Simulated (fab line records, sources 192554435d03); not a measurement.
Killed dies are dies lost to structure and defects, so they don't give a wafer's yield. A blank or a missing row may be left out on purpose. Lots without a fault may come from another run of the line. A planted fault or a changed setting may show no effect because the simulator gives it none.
fab line records | flow n5_finfet
record lots=13 wafers=32 last_day=18
route steps=1938 shown BEOL_M11@1580 BEOL_M12@1603 PASSIVATION@1936
lots that met no fault: from a run of the same line without faults
start_h: hours from the record's first day to the start of the lot's first wafer shown | wait_h: hours since the lot's step before | " the same as in the row above | L1.1+2: a row that stands for several wafers | - no value, or no start given | * or withheld: withheld | < > ~ a bound
route shown NAME@n: a module of which the file shows steps, and the number in the route of the first | usual: mean/standard deviation of fault-free wafers | same: alike in all rows | chamber/n: place in a boat | sites: the reading at each site | _std_site: their standard deviation | _edge_site: outer sites' mean less inner sites' | radius_mm: how far each site lies from the wafer's centre | mask NAME#n: copy n | behind: the tool/chamber that last shaped the wafer | hold: why the lot was held/for how many hours/how that ended | device: the transistor (n, p or np) that didn't switch | end of line: the same wafers' tests at the end of the route | a step without rows: its recipe alone | killed: dies lost to structure and defects at the first sort, not the wafer's yield | map: a wafer's dies, x killed, . not, _ none there
set.NAME: the setting as run; set.NAME@STEP: as run at that earlier step | model.NAME: the simulator's own value behind a step, which no gauge read
steps of the route over a sample of lots; a table a step, a row a wafer
services: from which hour (start_h, from the record's first day; less than 0 if before it) a tool's chamber was out of use, for how many hours, and why
## steps
# step N5_BEOL_M11_STRIP_77
# recipe chemistry=N2/H2 time_s=10 power_w=450 temp_c=40 pressure_mtorr=20 rf_frequency_hz=6e+07 bias_power_w=7 n2_flow_sccm=200 h2_flow_sccm=200
# usual chamber_pressure_mTorr=20.003/0.016 drypump_motor_current_A=5.73/0.3 oes_product_au=0.77/0.08 rf_vpp_V=59.0/0.83 showerhead_plenum_p_Torr=2.51/0.097 throttle_valve_pct=23.6/0.33
# columns lot.wafer tool chamber start_h wait_h chamber_pressure_mTorr drypump_motor_current_A oes_product_au rf_hours_counter_h rf_vpp_V showerhead_plenum_p_Torr throttle_valve_pct
L728.2 rie_diel-05 1 - - 20.008 5.17 0.70 192 58.7 2.40 23.5
L728.3 " 3 " " 19.977 5.75 0.82 105 58.7 2.46 23.3
L728.5 " 2 " " 19.999 5.65 0.69 - 58.9 2.49 24.0
L729.3 rie_diel-06 2 - - 20.015 6.04 0.75 140 58.5 2.46 24.2
L729.4 " 1 " " 20.002 6.26 0.72 227 59.5 2.41 23.5
L732.3 rie_diel-05 1 - - 19.985 5.19 0.69 206 58.9 2.39 23.6
L732.6 " 3 " " 19.993 5.75 0.80 - 58.2 2.45 23.4
L731.1 rie_diel-06 0 - - 19.982 5.93 0.72 177 59.0 2.62 23.9
L731.5 " 2 " " 20.006 6.02 0.75 - 58.0 2.46 24.3
L735.1 rie_diel-06 3 - - 19.986 5.41 0.79 83 58.7 2.68 23.6
L735.2 " 2 " " 19.983 6.01 0.74 156 58.6 2.45 24.3
L735.4 " 0 " " 20.018 5.90 0.72 181 58.6 2.62 23.9
L733.1 rie_diel-06 0 - - 20.003 5.90 0.73 183 60.0 2.62 23.9
L733.2 " 3 " " 19.987 5.43 0.81 86 59.1 2.68 23.6
L736.2 rie_diel-05 2 - - 20.011 5.69 0.96 13 58.0 2.49 23.5
L736.5 " 0 " " 20.006 5.79 0.70 - 59.6 2.49 23.4
L740.2 rie_diel-01 0 - - 20.003 5.67 0.77 119 59.8 2.44 23.1
L740.4 " 1 " " 20.003 6.13 0.78 - 59.8 2.57 23.9
L745.1 rie_diel-06 3 - - 19.987 5.42 0.78 101 59.2 2.67 23.6
L745.3 " 1 " " 20.008 6.28 1.00 1 58.8 2.73 23.1
L745.6 " 3 " " 20.007 5.41 0.77 - 58.8 2.67 23.6
L743.1 rie_diel-01 0 - - 19.989 5.66 0.76 128 58.1 2.44 23.1
L743.3 " 2 " " 20.012 5.66 0.93 10 59.2 2.61 23.8
L743.5 " 3 " " 20.016 5.84 0.81 - 59.1 2.54 23.0
L747.1 rie_diel-06 1 - - 20.001 6.27 0.97 6 60.0 2.72 23.1
L747.3 " 0 " " 19.975 5.90 0.70 204 59.8 2.61 24.0
L748.1 rie_diel-05 3 - - 19.978 5.77 0.78 147 58.0 2.44 23.4
L748.2 " 0 " " 20.001 5.79 0.70 245 58.9 2.49 23.4
L748.5 " 1 " " 20.021 5.13 0.67 - 58.5 2.38 23.6
L749.1 rie_diel-05 3 - - 20.021 5.76 0.77 149 59.3 2.44 23.4
L749.5 " 2 " " 19.994 5.65 0.92 - 59.0 2.48 23.6
L749.6 " 1 " " 20.003 5.17 0.67 - 59.7 2.38 23.6
# step N5_BEOL_M11_CD_MEAS_35
# recipe target_cd_nm=70 polarity=opening
# usual cd_nm=69.8/1.1
# columns lot.wafer tool chamber start_h wait_h cd_nm
L728.2 cd_sem-01 - 245.24 0.0 69.3
L728.3 " - " " 68.9
L728.5 " - " " 70.0
L729.3 cd_sem-03 - 245.28 0.0 69.4
L729.4 " - " " 68.8
L732.3 cd_sem-03 - 298.22 0.0 69.9
L732.6 " - " " 70.5
L731.1 cd_sem-02 - 298.70 0.0 68.7
L731.5 " - " " 68.5
L735.1 cd_sem-01 - 312.63 0.0 69.7
L735.2 " - " " 71.0
L735.4 " - " " 71.2
L733.1 cd_sem-01 - 321.59 0.0 70.3
L733.2 " - " " 68.9
L736.2 cd_sem-03 - 323.91 0.0 68.2
L736.5 " - " " 68.6
L740.2 cd_sem-01 - 339.66 0.0 70.8
L740.4 " - " " 70.9
L745.1 cd_sem-01 - 360.91 0.0 67.8
L745.3 " - " " 68.0
L745.6 " - " " 67.7
L743.1 cd_sem-03 - 374.27 0.0 71.6
L743.3 " - " " 70.3
L743.5 " - " " 71.3
L747.1 cd_sem-01 - 378.31 0.0 68.3
L747.3 " - " " 69.4
L748.1 cd_sem-02 - 387.91 0.0 71.2
L748.2 " - " " 70.2
L748.5 " - " " 71.4
L749.1 cd_sem-01 - 394.20 0.0 69.1
L749.5 " - " " 68.7
L749.6 " - " " 68.7
# step N5_BEOL_M11_ECD_50
# recipe material=Cu target_thk_a=3180
# columns lot.wafer tool chamber start_h wait_h
L728.2+3+5 ecd_cu-02 1,1,0 247.10 0.1
L729.3+4 ecd_cu-02 1,0 248.04 0.1
L732.3+6 ecd_cu-02 0 299.43 0.1
L731.1+5 ecd_cu-02 0,1 300.36 0.1
L735.1+2+4 ecd_cu-01 0,1,1 313.90 0.1
L733.1+2 ecd_cu-02 1,0 323.32 0.2
L736.2+5 ecd_cu-01 1 326.25 0.1
L740.2+4 ecd_cu-02 1,0 341.16 0.1
L745.1+3+6 ecd_cu-02 1,1,0 362.75 0.1
L743.1+3+5 ecd_cu-02 0,1,0 375.87 0.1
L747.1+3 ecd_cu-01 0 379.87 0.1
L748.1+2+5 ecd_cu-01 1,0,0 390.47 0.1
L749.1+5+6 ecd_cu-01 1,1,0 397.16 0.1
# step N5_BEOL_M11_CMP_52
# recipe stop_on=SiCOH_lowk t_overpolish_s=7 down_force_psi=1 platen_rpm=50 clearing_platen_down_force_psi=1.5 clearing_platen_rpm=50 post_cmp_clean=cu_alkaline target_thk_nm=140 clearing_platen_pad_velocity_m_s=0.99484 pad_velocity_m_s=0.99484
# usual motor_current_A=6.2/0.52 time_to_endpoint_s=65/3.7
# columns lot.wafer tool chamber start_h wait_h motor_current_A time_to_endpoint_s
L728.3 cmp-04 2 247.58 0.2 6.0 66
L728.2 " 3 " " 5.9 68
L728.5 " 1 " " 6.2 68
L729.4 cmp-04 1 248.81 0.2 6.3 67
L729.3 " 3 " " 5.9 66
L732.3 cmp-04 2 299.92 0.3 6.5 63
L732.6 " 0 " " 6.2 69
L731.1 cmp-04 0 300.98 0.3 5.9 60
L731.5 " 0 " " 6.0 60
L735.2 cmp-04 0 314.41 0.3 5.8 63
L735.1 " 1 " " 6.7 66
L735.4 " 2 " " 6.4 61
L733.2 cmp-03 3 324.11 0.2 5.6 61
L733.1 " 2 " " 5.4 66
L736.2 cmp-04 0 326.96 0.3 6.3 66
L736.5 " 2 " " 6.8 63
L740.2 cmp-03 3 341.72 0.3 5.8 68
L740.4 " 0 " " 6.4 62
L745.3 cmp-01 0 363.58 0.2 5.6 48
L745.1 " 2 " " 6.9 47
L745.6 " 1 " " 7.0 54
L743.3 cmp-04 3 376.28 0.2 5.8 41
L743.1 " 2 " " 6.3 40
L743.5 " 0 " " 6.1 42
L747.1 cmp-01 1 380.28 0.3 7.1 74
L747.3 " 3 " " 6.3 64
L748.2 cmp-03 0 390.95 0.3 6.8 61
L748.1 " 1 " " 6.6 63
L748.5 " 2 " " 5.2 63
L749.1 cmp-04 0 397.64 0.3 6.3 61
L749.5 " 2 " " 6.7 63
L749.6 " 3 " " 6.0 62
# step N5_BEOL_M12_THK_MEAS_01
# recipe reads=SiOC_of_BEOL_M12_ILD_DEP_00
# usual M12_ILD_THK=658/9.5
# columns lot.wafer tool chamber start_h wait_h M12_ILD_THK[nm]
L728.2 film_metro-02 - 248.13 0.1 656
L728.3 " - " " 667
L728.5 " - " " 677
L729.3 film_metro-01 - 249.39 0.1 668
L729.4 " - " " 665
L732.3 film_metro-01 - 300.42 0.1 655
L732.6 " - " " 650
L731.1 film_metro-01 - 301.56 0.1 656
L731.5 " - " " 665
L735.1 film_metro-02 - 315.06 0.1 650
L735.2 " - " " 649
L735.4 " - " " 651
L733.1 film_metro-02 - 324.73 0.1 642
L733.2 " - " " 648
L736.2 film_metro-01 - 327.46 0.1 641
L736.5 " - " " 654
L740.2 film_metro-01 - 342.26 0.1 659
L740.4 " - " " 671
L745.1 film_metro-02 - 364.20 0.1 643
L745.3 " - " " 644
L745.6 " - " " 652
L743.1 film_metro-02 - 376.90 0.1 657
L743.3 " - " " 653
L743.5 " - " " 661
L747.1 film_metro-02 - 380.89 0.1 662
L747.3 " - " " 655
L748.1 film_metro-02 - 391.49 0.1 639
L748.2 " - " " 649
L748.5 " - " " 643
L749.1 film_metro-01 - 398.18 0.1 653
L749.5 " - " " 674
L749.6 " - " " 672
# step N5_PASSIVATION_PROBE_49
# usual defect_limited_yield=91.2/1.4 killed_at_M0_to_M3=34/9.3 killed_at_M4_up=14/5.9 killed_at_contacts=14/5.7 killed_at_front_end=38/10 killed_at_other=4/3.2 killed_dies=104/17 killed_open=67/13 killed_short=33/6.9 sort_bin_5_function=5.2/1 sort_bin_6_memory=3.3/0.61 sort_bin_8_speed=0.3/1.8 sort_n_pass=1069/52 sort_yield_pct=91/4.4
# same gross_dies=1180 killed_at_back_side=0 sort_bin_4_leakage[%]=0
# columns lot.wafer tool chamber start_h wait_h defect_limited_yield[%] killed_at_M0_to_M3 killed_at_M4_up killed_at_contacts killed_at_front_end killed_at_other killed_dies killed_open killed_short sort_bin_5_function[%] sort_bin_6_memory[%] sort_bin_8_speed[%] sort_n_pass sort_yield_pct[%]
L745.1 prober-01 - 408.68 0.0 85.6 41 15 16 68 30 170 85 63 9.3 4.4 0 1010 86
L745.3 prober-01 - 408.78 0.1 89.2 42 14 23 37 11 127 84 37 6.5 4.0 0.1 1052 89
L745.6 prober-01 - 408.93 0.3 86.2 36 17 38 60 12 163 80 39 9.3 3.6 0 1017 86
L743.1 prober-02 - 416.73 0.0 87.5 49 17 11 36 34 147 79 32 8.1 3.9 0 1033 88
L743.3 prober-02 - 416.83 0.1 88.6 51 10 18 22 34 135 67 39 7.1 4.1 0 1045 89
L743.5 prober-02 - 416.93 0.2 89.6 50 18 6 46 3 123 77 40 4.9 4.6 0 1057 90
# killed by level:class
L745.1 BEOL_M0_SAQP:geometric_particle:short=22 PASSIVATION:area_etch=20 FIN_SAQP:geometric_particle:open=13 MOL_CONTACT_COAG:geometric_particle:open=13 STI_FIN_REVEAL:geometric_particle:open=12 BEOL_M0_SAQP:geometric_particle:open=11 GATE_CUT:geometric_particle:short=8 FIN_SAQP:geometric_particle:short=7
L745.3 STI_FIN_REVEAL:geometric_particle:open=19 MOL_CONTACT_COAG:geometric_particle:open=18 BEOL_M0_SAQP:geometric_particle:short=14 BEOL_M0_SAQP:geometric_particle:open=8 BEOL_M3:geometric_particle:open=7 BEOL_M1:geometric_particle:open=7 MOL_CONTACT_COAG:geometric_particle:short=5 DUMMY_GATE:geometric_particle:open=4
L745.6 MOL_CONTACT_COAG:area_etch=27 STI_FIN_REVEAL:geometric_particle:open=16 BEOL_M0_SAQP:geometric_particle:open=13 FIN_SAQP:geometric_particle:open=11 PASSIVATION:area_etch=10 BEOL_M0_SAQP:geometric_particle:short=9 MOL_CONTACT_COAG:geometric_particle:open=8 FIN_SAQP:geometric_particle:short=7
L743.1 PASSIVATION:area_etch=34 STI_FIN_REVEAL:geometric_particle:open=13 BEOL_M3:geometric_particle:open=12 BEOL_M0_SAQP:geometric_particle:open=10 MOL_CONTACT_COAG:geometric_particle:open=8 BEOL_M5:geometric_particle:open=7 FIN_SAQP:geometric_particle:short=6 BEOL_M0_SAQP:geometric_particle:short=6
L743.3 PASSIVATION:area_etch=23 MOL_CONTACT_COAG:geometric_particle:open=17 BEOL_M1:geometric_particle:open=17 BEOL_M0_SAQP:geometric_particle:short=9 BEOL_M2:geometric_particle:open=7 BEOL_M1:geometric_particle:short=6 BEOL_M4:geometric_particle:open=5 GATE_CUT:geometric_particle:short=4
L743.5 FIN_SAQP:geometric_particle:open=10 BEOL_M3:geometric_particle:open=10 STI_FIN_REVEAL:geometric_particle:open=9 BEOL_M0_SAQP:geometric_particle:short=9 BEOL_M0_SAQP:geometric_particle:open=8 BEOL_M2:geometric_particle:open=8 FIN_SAQP:geometric_particle:short=7 GATE_CUT:geometric_particle:short=7
## services
# columns tool chamber start_h hours kind
cmp-04 - 222.93 2.0 repair
rie_diel-01 1 226.27 14.9 repair
cmp-03 - 227.34 4.0 pm
rie_diel-01 3 231.16 2.1 repair
cmp-01 - 235.07 4.0 pm
ecd_cu-01 - 238.65 1.8 repair
cmp-03 - 239.45 0.9 repair
cmp-01 - 243.20 0.8 repair
rie_diel-01 1 243.55 4.0 repair
ecd_cu-01 - 245.44 1.3 repair
ecd_cu-02 - 263.95 1.4 repair
cmp-04 - 274.33 6.9 pm
rie_diel-05 2 283.64 2.9 repair
rie_diel-05 2 290.80 7.5 repair
ecd_cu-01 - 304.75 2.1 repair
cmp-01 - 305.16 2.4 repair
rie_diel-06 1 338.94 - clean
rie_diel-06 1 338.94 - consumable_replace:focus_ring
rie_diel-06 1 338.94 - consumable_replace:showerhead
rie_diel-06 1 338.94 19.4 scheduled_down
rie_diel-05 2 344.91 8.1 repair
cmp-01 - 350.13 2.1 repair
rie_diel-01 1 352.91 9.1 repair
rie_diel-01 0 360.33 9.2 repair
## key
first_sign step=N5_BEOL_M11_CMP_52 reading=time_to_endpoint_s direction=down sigmas=5.4 usual=* struck=*
effect none on later readings
met_at N5_BEOL_M11_ECD_50
struck_lots L743,L745
baseline_loss step=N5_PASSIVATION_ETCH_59 wafers=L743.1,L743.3
baseline_loss step=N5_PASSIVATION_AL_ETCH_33 wafers=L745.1
baseline_loss step=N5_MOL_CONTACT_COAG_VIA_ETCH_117 wafers=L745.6
not_acting_at N5_BEOL_M11_STRIP_77,N5_BEOL_M11_CD_MEAS_35,N5_BEOL_M12_THK_MEAS_01
onset_between 341.16 362.75
fault kind=process_parameter_drift tool=ecd_cu-02 chamber=- onset_h=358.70 steps=N5_BEOL_M11_ECD_50 channel=target_thk_a offset=* shape=step end_h=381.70 acts_in=* stated=*
# baseline_loss: these wafers lose ten dies or more at that step, a loss of the line's own and not of a fault; the sort's usual values leave them out
